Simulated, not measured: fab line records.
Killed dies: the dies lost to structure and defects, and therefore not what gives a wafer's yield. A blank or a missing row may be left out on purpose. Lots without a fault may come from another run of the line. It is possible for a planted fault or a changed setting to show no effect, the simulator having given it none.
What tool caused it? / flow n5 finfet / 36 wafers from 12 lots sampled at 4 of the route's 1938 steps

WHAT EACH GAUGE READ, for each wafer
N5_BEOL_M4_THK_MEAS_53: measures by xrf.
lot=L075; measured=day 7 22:50; on=film metro-02; M4_THK (nm)=40.7 40.1 40.1
lot=L077; measured=day 8 17:35; on=film metro-02; M4_THK (nm)=39.9 38.5 40.5
lot=L080; measured=day 9 05:11; on=film metro-01; M4_THK (nm)=40.6 39.9 39.6
lot=L081; measured=day 9 18:07; on=film metro-01; M4_THK (nm)=41.6 41.7 41.4
lot=L083; measured=day 9 23:37; on=film metro-02; M4_THK (nm)=41.0 39.8 40.0
lot=L086; measured=day 11 05:18; on=film metro-02; M4_THK (nm)=39.6 38.9 39.7
lot=L089; measured=day 11 10:13; on=film metro-01; M4_THK (nm)=42.0 41.5 40.3
lot=L088; measured=day 11 18:28; on=film metro-02; M4_THK (nm)=41.2 42.0 40.5
lot=L091; measured=day 12 12:13; on=film metro-01; M4_THK (nm)=39.5 40.6 40.3
lot=L092; measured=day 12 16:10; on=film metro-02; M4_THK (nm)=41.0 39.4 40.8
lot=L097; measured=day 13 15:21; on=film metro-01; M4_THK (nm)=41.0 41.9 41.5
lot=L096; measured=day 13 21:33; on=film metro-01; M4_THK (nm)=41.2 40.7 39.8

WHICH TOOL RAN EACH LOT (tool, then ch and the chambers of the sampled wafers, then the start)
lot=L075; N5_BEOL_M4_SURFACE_TREAT_85=pvd sputter-02, day 7 20:04; N5_BEOL_M4_ANNEAL_49=pvd sputter-02, day 7 20:22; N5_BEOL_M4_SPUTTER_81=pvd sputter-02, day 7 20:43
lot=L077; N5_BEOL_M4_SURFACE_TREAT_85=pvd sputter-03, day 8 14:36; N5_BEOL_M4_ANNEAL_49=pvd sputter-02, day 8 15:07; N5_BEOL_M4_SPUTTER_81=pvd sputter-02, day 8 15:28
lot=L080; N5_BEOL_M4_SURFACE_TREAT_85=pvd sputter-03, day 9 02:21; N5_BEOL_M4_ANNEAL_49=pvd sputter-03, day 9 02:43; N5_BEOL_M4_SPUTTER_81=pvd sputter-03, day 9 03:04
lot=L081; N5_BEOL_M4_SURFACE_TREAT_85=pvd sputter-03, day 9 15:04; N5_BEOL_M4_ANNEAL_49=pvd sputter-02, day 9 15:24; N5_BEOL_M4_SPUTTER_81=pvd sputter-02, day 9 15:46
lot=L083; N5_BEOL_M4_SURFACE_TREAT_85=pvd sputter-02, day 9 20:40; N5_BEOL_M4_ANNEAL_49=pvd sputter-02, day 9 21:08; N5_BEOL_M4_SPUTTER_81=pvd sputter-02, day 9 21:30
lot=L086; N5_BEOL_M4_SURFACE_TREAT_85=pvd sputter-01, day 11 02:01; N5_BEOL_M4_ANNEAL_49=pvd sputter-02, day 11 02:50; N5_BEOL_M4_SPUTTER_81=pvd sputter-02, day 11 03:11
lot=L089; N5_BEOL_M4_SURFACE_TREAT_85=pvd sputter-02, day 11 07:21; N5_BEOL_M4_ANNEAL_49=pvd sputter-02, day 11 07:45; N5_BEOL_M4_SPUTTER_81=pvd sputter-02, day 11 08:07
lot=L088; N5_BEOL_M4_SURFACE_TREAT_85=pvd sputter-02, day 11 15:39; N5_BEOL_M4_ANNEAL_49=pvd sputter-02, day 11 15:59; N5_BEOL_M4_SPUTTER_81=pvd sputter-02, day 11 16:21
lot=L091; N5_BEOL_M4_SURFACE_TREAT_85=pvd sputter-03, day 12 08:43; N5_BEOL_M4_ANNEAL_49=pvd sputter-03, day 12 09:02; N5_BEOL_M4_SPUTTER_81=pvd sputter-03, day 12 09:23
lot=L092; N5_BEOL_M4_SURFACE_TREAT_85=pvd sputter-01, day 12 13:07; N5_BEOL_M4_ANNEAL_49=pvd sputter-02, day 12 13:25; N5_BEOL_M4_SPUTTER_81=pvd sputter-02, day 12 13:46
lot=L097; N5_BEOL_M4_SURFACE_TREAT_85=pvd sputter-02, day 13 12:30; N5_BEOL_M4_ANNEAL_49=pvd sputter-02, day 13 12:50; N5_BEOL_M4_SPUTTER_81=pvd sputter-02, day 13 13:12
lot=L096; N5_BEOL_M4_SURFACE_TREAT_85=pvd sputter-03, day 13 18:43; N5_BEOL_M4_ANNEAL_49=pvd sputter-02, day 13 19:05; N5_BEOL_M4_SPUTTER_81=pvd sputter-02, day 13 19:26
- N5_BEOL_M4_SURFACE_TREAT_85
- N5_BEOL_M4_ANNEAL_49: time 240 s.
- N5_BEOL_M4_SPUTTER_81: material Cu, target thk 4.5 nm, time 8.29 s.

THE ANSWER, worked out from the rows above alone
Rule: the lots themselves supply what counts as usual. The widest of any qualifying gaps counts: lots, ordered by their means at a reading, are off when they make up no more than a third of the lots, leave a main group of 4 or more, and stand apart from it by 3 or more times the standard deviation of that group's means. The tables above print the reading to a certain number of digits; a main group whose means all agree to those digits is not used. Also off: a lot with no number at a reading for which 4 or more lots have one. All remaining lots with rows at the step are treated as sound.
Across all readings shown, no lot is off: no conclusion can be drawn from this.

WHAT WAS PUT IN BY THE SIMULATOR
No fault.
